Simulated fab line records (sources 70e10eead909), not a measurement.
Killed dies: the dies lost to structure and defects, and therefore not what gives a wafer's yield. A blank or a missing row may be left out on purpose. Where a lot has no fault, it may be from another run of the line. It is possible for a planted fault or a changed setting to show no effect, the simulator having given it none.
Chamber matching | flow nand harc | NHARC_A_CONTACT_ETCH_102 on rie diel-09 has 4 sister chambers
The step etches the open film in CF4/O2, target depth 100 nm, overetch 10 nm, time 55 s. 4 wafers are shown with their chamber, then 9 later ones without.

== WAFERS, EACH WITH ITS CHAMBER ==
wafer  | chamber | showerhead plenum p Torr (Torr)
L085.1 | 0       | 1.27
L086.6 | 3       | 1.41
L088.4 | 1       | 1.30
L088.5 | 2       | 1.25

== WAFERS WHOSE CHAMBER IS MISSING ==
wafer  | showerhead plenum p Torr (Torr)
L089.2 | 1.27
L089.3 | 1.40
L089.4 | 1.25
L093.1 | 1.40
L093.4 | 1.25
L093.6 | 1.29
L096.2 | 1.27
L096.5 | 1.27
L096.6 | 1.29

== CHAMBER TAKEN BY EACH ==
wafer  | from the rows above     | in truth
L089.2 | 0                       | 0
L089.3 | 3                       | 3
L089.4 | 2                       | 2
L093.1 | 3                       | 3
L093.4 | 2                       | 2
L093.6 | can't be placed: 1 or 0 | 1
L096.2 | 0                       | 0
L096.5 | 0                       | 0
L096.6 | can't be placed: 1 or 0 | 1
7 of 9 placed correctly. Not placeable from these rows: 2 (in 2, the candidates include the true chamber). Number placed wrongly: 0.
How it was worked out, from the rows above alone: a wafer's distance from a chamber is the root of the sum, over the readings, of the square of ((its reading less the chamber's mean) divided by the reading's scatter). The wafer belongs to the nearest chamber; if the next one is less than 2 further off, it can't be placed. The mean given for a chamber averages the wafers shown for that chamber. The scatter: with one shown wafer a chamber, the root of the mean of the squares of how far each hidden wafer lies from its nearest shown one.
